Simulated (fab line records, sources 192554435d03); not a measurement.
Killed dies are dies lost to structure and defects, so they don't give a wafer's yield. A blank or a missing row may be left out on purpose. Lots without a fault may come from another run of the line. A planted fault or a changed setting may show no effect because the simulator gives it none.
fab line records | flow n5_finfet
record lots=24 wafers=72 last_day=19
route steps=1938 shown BEOL_M10@1471 BEOL_M11@1589 BEOL_M12@1618
lots that met no fault: from a run of the same line without faults
start_h: hours from the record's first day to the start of the lot's first wafer shown | wait_h: hours since the lot's step before | " the same as in the row above | L1.1+2: a row that stands for several wafers | - no value, or no start given | * or withheld: withheld | < > ~ a bound
route shown NAME@n: a module of which the file shows steps, and the number in the route of the first | usual: mean/standard deviation of fault-free wafers | same: alike in all rows | chamber/n: place in a boat | sites: the reading at each site | _std_site: their standard deviation | _edge_site: outer sites' mean less inner sites' | radius_mm: how far each site lies from the wafer's centre | mask NAME#n: copy n | behind: the tool/chamber that last shaped the wafer | hold: why the lot was held/for how many hours/how that ended | device: the transistor (n, p or np) that didn't switch | end of line: the same wafers' tests at the end of the route | a step without rows: its recipe alone | killed: dies lost to structure and defects at the first sort, not the wafer's yield | map: a wafer's dies, x killed, . not, _ none there
set.NAME: the setting as run; set.NAME@STEP: as run at that earlier step | model.NAME: the simulator's own value behind a step, which no gauge read
steps of the route over a sample of lots; a table a step, a row a wafer
services: from which hour (start_h, from the record's first day; less than 0 if before it) a tool's chamber was out of use, for how many hours, and why
## steps
# step N5_BEOL_M10_CURE_71
# recipe temp_c=385 time_s=240 ambient=He/Ar material=SiCOH_lowk
# usual lamp_power_pct=52.32/0.054 wafer_temp_C_max=387.1/0.8
# columns lot.wafer tool chamber start_h wait_h lamp_power_pct wafer_temp_C_max
L074.1 uv_cure-01 0 258.97 0.0 52.33 386.5
L074.3 " 0 " " 52.40 386.4
L074.6 " 0 " " 52.40 386.5
L076.1 uv_cure-02 2 273.02 0.0 52.32 385.9
L076.4 " 2 " " 52.32 385.8
L076.5 " 2 " " 52.36 386.4
L077.1 uv_cure-02 2 284.11 0.0 52.39 386.4
L077.4 " 2 " " 52.23 385.9
L077.5 " 2 " " 52.28 386.9
L075.2 uv_cure-03 2 289.48 0.1 52.23 386.4
L075.4 " 2 " " 52.37 386.0
L075.6 " 2 " " 52.31 386.2
L078.1 uv_cure-01 1 293.69 0.0 52.32 386.9
L078.3 " 1 " " 52.35 386.5
L078.4 " 1 " " 52.35 386.7
L079.1 uv_cure-02 1 297.16 0.0 52.29 388.0
L079.4 " 1 " " 52.33 388.1
L079.6 " 1 " " 52.36 388.4
L080.1 uv_cure-03 2 309.85 0.0 52.34 386.9
L080.4 " 2 " " 52.26 386.8
L080.6 " 2 " " 52.36 386.6
L081.1 uv_cure-02 0 317.97 0.0 52.35 386.6
L081.3 " 0 " " 52.28 386.5
L081.4 " 0 " " 52.43 386.7
L084.1 uv_cure-01 2 320.92 0.0 52.33 387.1
L084.4 " 2 " " 52.23 387.4
L084.6 " 2 " " 52.28 386.7
L082.3 uv_cure-02 0 324.06 0.2 52.29 386.5
L082.4 " 0 " " 52.28 386.4
L082.6 " 0 " " 52.29 386.9
L083.2 uv_cure-03 1 328.50 0.1 52.34 388.0
L083.4 " 1 " " 52.27 387.8
L083.6 " 1 " " 52.30 388.8
L087.1 uv_cure-01 1 333.58 0.0 52.34 386.6
L087.2 " 1 " " 52.34 387.4
L087.5 " 1 " " 52.22 386.6
L085.2 uv_cure-02 0 334.39 0.1 52.33 386.7
L085.3 " 0 " " 52.28 386.5
L085.4 " 0 " " 52.25 386.6
L086.1 uv_cure-01 2 353.98 0.0 52.34 387.5
L086.5 " 2 " " 52.39 387.4
L086.6 " 2 " " 52.31 386.6
L090.3 uv_cure-03 1 363.81 0.2 52.29 388.3
L090.4 " 1 " " 52.35 387.9
L090.5 " 1 " " 52.32 388.0
L089.2 uv_cure-02 1 364.69 0.2 52.28 387.9
L089.3 " 1 " " 52.24 387.3
L089.6 " 1 " " 52.38 387.9
L088.1 uv_cure-03 1 366.95 0.0 52.38 388.4
L088.3 " 1 " " 52.40 388.7
L088.6 " 1 " " 52.28 388.5
L092.1 uv_cure-02 1 380.80 0.0 52.28 388.3
L092.2 " 1 " " 52.29 386.9
L092.6 " 1 " " 52.37 387.6
L091.1 uv_cure-03 1 385.59 0.0 52.21 388.6
L091.2 " 1 " " 52.37 388.0
L091.6 " 1 " " 52.31 387.7
L093.1 uv_cure-02 0 394.00 0.0 52.33 386.6
L093.4 " 0 " " 52.29 386.8
L093.6 " 0 " " 52.43 386.9
L095.2 uv_cure-03 2 397.70 0.2 52.31 386.3
L095.5 " 2 " " 52.33 386.2
L095.6 " 2 " " 52.35 386.2
L094.1 uv_cure-02 1 398.20 0.1 52.39 388.3
L094.2 " 1 " " 52.48 387.1
L094.5 " 1 " " 52.36 388.3
L096.2 uv_cure-02 0 400.11 0.3 52.27 386.4
L096.4 " 0 " " 52.33 387.3
L096.5 " 0 " " 52.36 387.1
L097.2 uv_cure-01 2 404.99 0.1 52.34 386.5
L097.3 " 2 " " 52.30 387.5
L097.6 " 2 " " 52.29 386.7
# step N5_BEOL_M10_OVL_MEAS_12
# recipe points_per_wafer=44
# usual M10_OVL=0.0/0.67
# columns lot.wafer tool chamber start_h wait_h M10_OVL[nm]
L074.1 overlay-01 0 260.57 0.0 -0.8
L074.3 " 0 " " -1.7
L074.6 " 0 " " -0.2
L076.1 overlay-02 0 274.15 0.0 -1.7
L076.4 " 0 " " -0.4
L076.5 " 0 " " -1.3
L077.1 overlay-01 0 287.40 0.0 -0.1
L077.4 " 0 " " 0.5
L077.5 " 0 " " 0.3
L075.2 overlay-02 0 291.54 0.0 -1.2
L075.4 " 0 " " -0.7
L075.6 " 0 " " -0.7
L078.1 overlay-01 0 295.54 0.0 -1.0
L078.3 " 0 " " -0.4
L078.4 " 0 " " -1.0
L079.1 overlay-02 0 300.01 0.0 0.4
L079.4 " 0 " " 0.7
L079.6 " 0 " " 0.1
L080.1 overlay-02 0 311.82 0.0 -1.0
L080.4 " 0 " " -0.8
L080.6 " 0 " " -0.2
L081.1 overlay-01 0 319.66 0.0 0.2
L081.3 " 0 " " 0.0
L081.4 " 0 " " 0.1
L084.1 overlay-01 0 322.73 0.0 -0.8
L084.4 " 0 " " 0.2
L084.6 " 0 " " 0.3
L082.3 overlay-02 0 326.86 0.0 -0.3
L082.4 " 0 " " -0.1
L082.6 " 0 " " 0.5
L083.2 overlay-02 0 331.06 0.0 1.5
L083.4 " 0 " " -0.2
L083.6 " 0 " " 0.8
L087.1 overlay-01 0 335.17 0.0 0.1
L087.2 " 0 " " -0.3
L087.5 " 0 " " -1.5
L085.2 overlay-01 0 335.74 0.0 -0.2
L085.3 " 0 " " -0.1
L085.4 " 0 " " 0.4
L086.1 overlay-01 0 357.34 0.0 -0.3
L086.5 " 0 " " 0.0
L086.6 " 0 " " 0.4
L090.3 overlay-02 0 365.43 0.0 -1.1
L090.4 " 0 " " -0.5
L090.5 " 0 " " 0.8
L089.2 overlay-02 0 366.17 0.0 0.6
L089.3 " 0 " " 0.0
L089.6 " 0 " " 0.5
L088.1 overlay-01 0 369.90 0.0 0.9
L088.3 " 0 " " 0.5
L088.6 " 0 " " 1.3
L092.1 overlay-01 0 383.69 0.0 0.8
L092.2 " 0 " " -0.3
L092.6 " 0 " " 0.3
L091.1 overlay-01 0 386.96 0.0 0.1
L091.2 " 0 " " 1.1
L091.6 " 0 " " -0.2
L093.1 overlay-01 0 395.46 0.0 0.6
L093.4 " 0 " " 0.7
L093.6 " 0 " " 0.2
L095.2 overlay-02 0 399.75 0.0 -0.6
L095.5 " 0 " " -0.1
L095.6 " 0 " " -0.6
L094.1 overlay-02 0 400.47 0.0 0.2
L094.2 " 0 " " -0.8
L094.5 " 0 " " 0.5
L096.2 overlay-01 0 401.44 0.0 -0.4
L096.4 " 0 " " -0.1
L096.5 " 0 " " 0.0
L097.2 overlay-01 0 408.36 0.0 -0.3
L097.3 " 0 " " -0.7
L097.6 " 0 " " 0.3
# step N5_BEOL_M10_DEP_56
# recipe material=SiCN target_thk_a=150 temp_c=withheld precursor=3MS/NH3 pressure_torr=3 rf_w=202 time_s=26.5
# usual showerhead_plenum_p_Torr=3.674/0.017 throttle_valve_pct=9.1/0.59
# columns lot.wafer tool chamber start_h wait_h showerhead_plenum_p_Torr throttle_valve_pct
L074.1 pecvd-01 2 266.39 0.0 3.675 8.2
L074.3 " 0 " " 3.668 8.9
L074.6 " 1 " " 3.696 9.9
L076.1 pecvd-02 1 279.54 0.0 3.639 8.5
L076.4 " 1 " " 3.642 8.6
L076.5 " 0 " " 3.670 9.6
L077.1 pecvd-01 2 293.49 0.0 3.679 8.1
L077.4 " 0 " " 3.666 8.7
L077.5 " 2 " " 3.683 8.4
L075.2 pecvd-01 2 297.20 0.0 3.679 8.1
L075.4 " 2 " " 3.687 8.7
L075.6 " 0 " " 3.668 8.6
L078.1 pecvd-03 2 304.74 0.0 3.677 8.2
L078.3 " 0 " " 3.654 9.3
L078.4 " 1 " " 3.654 9.6
L079.1 pecvd-01 0 305.23 0.0 3.673 8.5
L079.4 " 1 " " 3.697 9.7
L079.6 " 2 " " 3.679 8.3
L080.1 pecvd-03 1 318.02 0.0 3.657 9.5
L080.4 " 2 " " 3.676 8.3
L080.6 " 0 " " 3.659 9.4
L081.1 pecvd-01 0 324.29 0.0 3.665 8.8
L081.3 " 2 " " 3.677 8.2
L081.4 " 0 " " 3.675 8.9
L084.1 pecvd-02 1 328.47 0.0 3.642 8.7
L084.4 " 2 " " 3.677 9.2
L084.6 " 0 " " 3.680 9.2
L082.3 pecvd-02 2 333.67 0.0 3.679 9.2
L082.4 " 1 " " 3.646 8.7
L082.6 " 0 " " 3.663 9.2
L083.2 pecvd-02 0 336.70 0.0 3.674 9.5
L083.4 " 0 " " 3.676 9.3
L083.6 " 2 " " 3.679 9.3
L087.1 pecvd-01 0 340.62 0.0 3.670 8.8
L087.2 " 1 " " 3.704 9.6
L087.5 " 2 " " 3.673 8.3
L085.2 pecvd-03 2 341.01 0.0 3.679 8.2
L085.3 " 0 " " 3.658 9.2
L085.4 " 0 " " 3.657 9.4
L086.1 pecvd-02 0 362.90 0.0 3.669 9.3
L086.5 " 0 " " 3.673 9.1
L086.6 " 2 " " 3.673 9.1
L089.2 pecvd-03 1 371.56 0.0 3.658 9.6
L089.3 " 0 " " 3.659 9.0
L089.6 " 0 " " 3.655 8.9
L090.3 pecvd-03 2 372.15 0.0 3.685 8.5
L090.4 " 0 " " 3.667 9.3
L090.5 " 2 " " 3.685 8.1
L088.1 pecvd-03 0 376.21 0.0 3.656 9.3
L088.3 " 2 " " 3.672 8.3
L088.6 " 0 " " 3.653 9.2
L092.1 pecvd-01 0 389.96 0.0 3.662 8.6
L092.2 " 2 " " 3.681 8.5
L092.6 " 0 " " 3.680 8.9
L091.1 pecvd-03 2 393.60 0.0 3.674 8.0
L091.2 " 1 " " 3.654 9.4
L091.6 " 0 " " 3.658 9.5
L093.1 pecvd-01 2 399.75 0.0 3.686 8.5
L093.4 " 1 " " 3.707 10.0
L093.6 " 0 " " 3.662 8.8
L095.2 pecvd-03 0 405.16 0.0 3.660 9.2
L095.5 " 1 " " 3.659 9.5
L095.6 " 2 " " 3.681 8.4
L094.1 pecvd-01 1 406.23 0.0 3.705 9.8
L094.2 " 2 " " 3.672 8.5
L094.5 " 2 " " 3.688 8.5
L096.2 pecvd-01 1 406.77 0.0 3.701 10.0
L096.4 " 1 " " 3.703 10.1
L096.5 " 2 " " 3.676 8.3
L097.2 pecvd-03 0 413.71 0.0 3.658 9.3
L097.3 " 2 " " 3.674 8.4
L097.6 " 1 " " 3.655 9.8
# step N5_BEOL_M11_PRE_CLEAN_45
# recipe gas=H2/He time_s=30 temp_c=250
# usual heater_power_w=313/36 susceptor_temp_C=249.98/0.18
# columns lot.wafer tool chamber start_h wait_h heater_power_w susceptor_temp_C
L074.1 pvd_sputter-03 - 272.60 0.0 348 249.66
L074.3 " - " " 287 250.19
L074.6 " - " " 280 249.90
L076.1 pvd_sputter-03 - 285.77 0.0 347 250.21
L076.4 " - " " 258 249.66
L076.5 " - " " 348 250.11
L077.1 pvd_sputter-01 - 300.30 0.0 357 249.71
L077.4 " - " " 326 250.04
L077.5 " - " " 319 250.09
L075.2 pvd_sputter-01 - 304.06 0.0 295 249.74
L075.4 " - " " 320 249.96
L075.6 " - " " 353 249.66
L078.1 pvd_sputter-03 - 309.96 0.0 272 249.98
L078.3 " - " " 280 249.97
L078.4 " - " " 341 250.27
L079.1 pvd_sputter-02 - 311.28 0.0 395 250.11
L079.4 " - " " 282 250.05
L079.6 " - " " 324 249.98
L080.1 pvd_sputter-01 - 322.75 0.0 350 249.80
L080.4 " - " " 298 249.86
L080.6 " - " " 354 249.91
L081.1 pvd_sputter-03 - 331.51 0.0 344 249.65
L081.3 " - " " 275 249.89
L081.4 " - " " 285 250.26
L084.1 pvd_sputter-01 - 334.92 0.0 294 249.83
L084.4 " - " " 349 249.95
L084.6 " - " " 290 249.95
L082.3 pvd_sputter-03 - 338.47 0.0 272 249.96
L082.4 " - " " 285 250.13
L082.6 " - " " 336 249.96
L083.2 pvd_sputter-02 - 343.49 0.0 375 250.10
L083.4 " - " " 327 250.34
L083.6 " - " " 281 250.02
L085.2 pvd_sputter-02 - 348.77 0.0 279 250.16
L085.3 " - " " 333 250.07
L085.4 " - " " 380 250.20
L087.1 pvd_sputter-02 - 349.59 0.0 281 250.14
L087.2 " - " " 280 250.24
L087.5 " - " " 329 250.43
L086.1 pvd_sputter-03 - 370.01 0.0 343 249.96
L086.5 " - " " 279 250.10
L086.6 " - " " 276 250.25
L090.3 pvd_sputter-03 - 379.57 0.0 271 249.94
L090.4 " - " " 257 249.92
L090.5 " - " " 285 250.06
L089.2 pvd_sputter-01 - 382.55 0.0 325 250.12
L089.3 " - " " 346 250.22
L089.6 " - " " 314 250.24
L088.1 pvd_sputter-01 - 383.59 0.0 355 249.81
L088.3 " - " " 318 249.72
L088.6 " - " " 346 249.73
L092.1 pvd_sputter-03 - 397.39 0.0 348 249.58
L092.2 " - " " 277 249.58
L092.6 " - " " 343 250.08
L091.1 pvd_sputter-03 - 399.09 0.0 273 249.98
L091.2 " - " " 284 249.85
L091.6 " - " " 271 250.11
L093.1 pvd_sputter-02 - 404.78 0.0 323 250.08
L093.4 " - " " 393 250.34
L093.6 " - " " 281 250.03
L095.2 pvd_sputter-01 - 412.15 0.0 293 250.32
L095.5 " - " " 290 250.02
L095.6 " - " " 357 249.85
L094.1 pvd_sputter-02 - 412.76 0.0 383 250.09
L094.2 " - " " 278 250.28
L094.5 " - " " 281 250.20
L096.2 pvd_sputter-01 - 413.39 0.0 292 249.98
L096.4 " - " " 350 249.92
L096.5 " - " " 342 249.90
L097.2 pvd_sputter-01 - 422.59 0.0 351 250.14
L097.3 " - " " 296 249.90
L097.6 " - " " 349 249.77
# step N5_BEOL_M12_STRIP_63
# recipe chemistry=N2/H2 power_w=1000 temp_c=250 h2_frac=0.65 overash_fraction=0.3 pressure_mtorr=1000 n2_flow_sccm=1750 h2_flow_sccm=3250
# usual chamber_pressure_mTorr=1000.0/0.89 drypump_motor_current_A=5.89/0.19 heater_power_w=331/30 oes_product_au=0.694/0.0046 strip_time_to_endpoint_s=43.0/0.76
# columns lot.wafer tool chamber start_h wait_h chamber_pressure_mTorr drypump_motor_current_A heater_power_w oes_product_au rf_hours_counter_h strip_time_to_endpoint_s
L074.1 plasma_asher-02 0 276.15 - 999.5 6.07 300 0.693 115 43.9
L074.3 " 0 " " 1000.4 6.10 303 0.702 - 43.1
L074.6 " 1 " " 999.4 5.61 385 0.688 - 42.0
L076.1 plasma_asher-01 1 288.79 - 999.8 5.79 301 0.696 80 41.3
L076.4 " 0 " " 998.8 6.04 352 0.697 - 42.1
L076.5 " 1 " " 1000.1 5.77 299 0.694 - 41.6
L077.1 plasma_asher-01 0 303.33 - 999.3 6.03 346 0.698 82 43.8
L077.4 " 0 " " 999.3 6.03 337 0.694 - 42.4
L077.5 " 0 " " 1000.5 6.02 341 0.691 - 43.1
L075.2 plasma_asher-01 1 306.94 - 999.7 5.74 305 0.697 83 43.6
L075.4 " 0 " " 1000.4 6.02 347 0.681 - 42.2
L075.6 " 0 " " 999.3 6.02 346 0.690 - 42.4
L078.1 plasma_asher-02 0 313.06 - 1000.1 6.12 305 0.696 122 43.6
L078.3 " 1 " " 1001.1 5.60 373 0.695 - 43.5
L078.4 " 0 " " 1000.6 6.10 298 0.696 - 42.2
L079.1 plasma_asher-01 1 314.38 - 1002.1 5.77 298 0.694 84 42.3
L079.4 " 0 " " 999.9 5.99 338 0.692 - 42.2
L079.6 " 1 " " 998.7 5.78 306 0.692 - 42.8
L080.1 plasma_asher-02 1 325.74 - 1000.5 5.60 377 0.702 126 43.8
L080.4 " 1 " " 999.8 5.59 378 0.695 - 42.1
L080.6 " 1 " " 998.1 5.61 367 0.695 - 42.6
L081.1 plasma_asher-01 1 334.69 - 999.8 5.78 299 0.698 88 43.0
L081.3 " 0 " " 999.9 6.01 347 0.696 - 44.5
L081.4 " 1 " " 1000.8 5.79 299 0.692 - 43.0
L084.1 plasma_asher-02 0 337.45 - 1001.6 6.16 303 0.701 129 43.3
L084.4 " 1 " " 999.8 5.60 382 0.688 - 42.1
L084.6 " 1 " " 999.5 5.61 384 0.687 - 43.5
L082.3 plasma_asher-01 1 341.08 - 1000.3 5.80 306 0.690 - 42.8
L082.4 " 0 " " 999.6 6.05 356 0.695 - 42.9
L082.6 " 0 " " 999.8 6.02 348 0.684 - 42.5
L083.2 plasma_asher-02 1 346.26 - 1000.9 5.63 381 0.692 131 43.8
L083.4 " 1 " " 999.5 5.63 375 0.692 - 43.0
L083.6 " 1 " " 1001.5 5.60 370 0.698 - 42.6
L085.2 plasma_asher-01 1 351.93 - 998.6 5.80 309 0.691 91 43.3
L085.3 " 0 " " 999.9 6.04 347 0.692 - 43.6
L085.4 " 1 " " 999.2 5.79 302 0.701 - 42.8
L087.1 plasma_asher-01 0 353.46 - 1000.4 6.03 338 0.695 91 43.5
L087.2 " 1 " " 1001.3 5.78 304 0.701 91 42.9
L087.5 " 0 " " 1000.2 6.02 349 0.700 - 43.0
L086.1 plasma_asher-02 1 372.86 - 1000.8 5.63 373 0.701 136 43.1
L086.5 " 0 " " 999.1 6.13 308 0.690 - 42.2
L086.6 " 1 " " 1000.4 5.63 378 0.698 - 43.0
L090.3 plasma_asher-02 1 384.26 - 1000.8 5.60 373 0.696 - 42.8
L090.4 " 0 " " 998.9 6.12 309 0.695 - 43.5
L090.5 " 0 " " 1000.2 6.13 308 0.692 - 42.4
L089.2 plasma_asher-01 0 385.02 - 1000.8 6.03 348 0.700 98 43.3
L089.3 " 0 " " 999.6 6.03 339 0.694 - 43.4
L089.6 " 1 " " 999.4 5.77 308 0.702 - 42.2
L088.1 plasma_asher-01 1 386.85 - 1000.4 5.79 305 0.701 98 43.1
L088.3 " 1 " " 999.0 5.79 304 0.687 - 42.9
L088.6 " 1 " " 999.6 5.79 297 0.696 - 42.6
L092.1 plasma_asher-01 0 400.60 - 1000.6 6.03 344 0.700 100 45.0
L092.2 " 1 " " 1000.3 5.78 307 0.695 100 44.5
L092.6 " 0 " " 1000.3 6.03 334 0.695 - 43.5
L091.1 plasma_asher-02 0 402.35 - 999.3 6.17 308 0.697 141 43.5
L091.2 " 1 " " 998.8 5.61 380 0.696 141 43.6
L091.6 " 0 " " 1000.1 6.12 304 0.692 - 42.3
L093.1 plasma_asher-02 1 407.58 - 999.7 5.62 383 0.693 142 43.5
L093.4 " 0 " " 1001.7 6.16 305 0.695 - 42.7
L093.6 " 0 " " 1000.3 6.12 308 0.695 - 42.2
L095.2 plasma_asher-02 0 414.74 - 1001.1 6.14 313 0.697 143 43.0
L095.5 " 1 " " 1000.6 5.63 374 0.694 - 42.7
L095.6 " 0 " " 999.6 6.16 308 0.695 - 41.3
L094.1 plasma_asher-01 1 415.56 - 999.1 5.77 307 0.695 103 43.4
L094.2 " 0 " " 998.9 6.02 348 0.695 103 42.0
L094.5 " 1 " " 999.9 5.80 305 0.695 - 41.1
L096.2 plasma_asher-01 0 415.85 - 998.8 6.04 348 0.695 104 43.8
L096.4 " 1 " " 999.8 5.81 299 0.688 - 42.9
L096.5 " 1 " " 1001.6 5.80 299 0.689 - 43.2
L097.2 plasma_asher-01 1 425.43 - 1000.4 5.76 292 0.691 106 43.4
L097.3 " 1 " " 1000.2 5.78 305 0.690 - 44.5
L097.6 " 1 " " 1001.1 5.77 305 0.695 - 43.1
# step N5_BEOL_M12_CD_MEAS_17
# recipe target_cd_nm=140 polarity=opening
# usual cd_nm=140.0/2.2
# columns lot.wafer tool chamber start_h wait_h cd_nm
L074.1 cd_sem-03 - 276.36 0.0 135.3
L074.3 " - " " 136.1
L074.6 " - " " 138.2
L076.1 cd_sem-02 - 289.00 0.0 140.2
L076.4 " - " " 136.2
L076.5 " - " " 137.8
L077.1 cd_sem-02 - 303.54 0.0 140.8
L077.4 " - " " 139.6
L077.5 " - " " 139.6
L075.2 cd_sem-01 - 307.15 0.0 139.5
L075.4 " - " " 140.0
L075.6 " - " " 140.7
L078.1 cd_sem-03 - 313.27 0.0 139.4
L078.3 " - " " 139.5
L078.4 " - " " 140.3
L079.1 cd_sem-02 - 314.58 0.0 140.3
L079.4 " - " " 144.1
L079.6 " - " " 142.2
L080.1 cd_sem-03 - 325.95 0.0 140.7
L080.4 " - " " 138.7
L080.6 " - " " 142.0
L081.1 cd_sem-02 - 334.90 0.0 138.6
L081.3 " - " " 139.0
L081.4 " - " " 135.5
L084.1 cd_sem-03 - 337.65 0.0 136.8
L084.4 " - " " 140.0
L084.6 " - " " 138.2
L082.3 cd_sem-02 - 341.31 0.0 139.3
L082.4 " - " " 139.1
L082.6 " - " " 140.3
L083.2 cd_sem-02 - 346.47 0.0 142.8
L083.4 " - " " 142.4
L083.6 " - " " 139.3
L085.2 cd_sem-03 - 352.14 0.0 141.2
L085.3 " - " " 140.3
L085.4 " - " " 142.8
L087.1 cd_sem-03 - 353.67 0.0 139.9
L087.2 " - " " 139.6
L087.5 " - " " 142.8
L086.1 cd_sem-02 - 373.07 0.0 139.8
L086.5 " - " " 141.2
L086.6 " - " " 141.8
L090.3 cd_sem-03 - 384.45 0.0 139.4
L090.4 " - " " 143.5
L090.5 " - " " 141.8
L089.2 cd_sem-01 - 385.23 0.0 139.6
L089.3 " - " " 142.4
L089.6 " - " " 140.6
L088.1 cd_sem-01 - 387.07 0.0 138.0
L088.3 " - " " 141.0
L088.6 " - " " 138.0
L092.1 cd_sem-01 - 400.82 0.0 140.6
L092.2 " - " " 135.8
L092.6 " - " " 139.6
L091.1 cd_sem-03 - 402.57 0.0 139.2
L091.2 " - " " 143.7
L091.6 " - " " 141.2
L093.1 cd_sem-03 - 407.80 0.0 137.0
L093.4 " - " " 138.2
L093.6 " - " " 139.9
L095.2 cd_sem-03 - 414.94 0.0 142.3
L095.5 " - " " 142.0
L095.6 " - " " 142.7
L094.1 cd_sem-01 - 415.76 0.0 143.6
L094.2 " - " " 142.1
L094.5 " - " " 141.4
L096.2 cd_sem-03 - 416.06 0.0 141.0
L096.4 " - " " 138.3
L096.5 " - " " 139.5
L097.2 cd_sem-02 - 425.64 0.0 139.5
L097.3 " - " " 137.9
L097.6 " - " " 140.7
## services
# columns tool chamber start_h hours kind
pecvd-03 0 236.89 5.9 repair
uv_cure-03 - 259.69 0.6 repair
uv_cure-03 - 261.86 7.1 pm
pecvd-02 0 273.39 5.5 scheduled_down
pecvd-01 - 284.69 6.0 pm
pecvd-03 2 286.05 2.1 scheduled_down
pecvd-03 - 296.50 5.5 pm
pecvd-02 - 308.73 1.0 repair
pecvd-01 2 314.69 2.1 scheduled_down
pecvd-01 2 333.84 5.5 scheduled_down
uv_cure-03 - 339.40 2.8 pm
uv_cure-02 - 343.51 0.6 repair
pecvd-03 - 346.72 1.8 repair
pecvd-02 1 357.81 13.2 repair
uv_cure-02 - 370.71 6.0 pm
pecvd-01 1 374.02 4.6 repair
pecvd-01 - 379.46 1.3 repair
pvd_sputter-02 - 382.94 2.5 repair
pecvd-02 1 383.62 - clean
pecvd-02 1 383.62 - consumable_replace:showerhead
pecvd-02 1 383.62 29.0 scheduled_down
pecvd-03 2 395.78 5.5 scheduled_down
pecvd-01 0 405.22 5.5 scheduled_down
pecvd-01 1 410.76 5.5 scheduled_down
## key
fault none
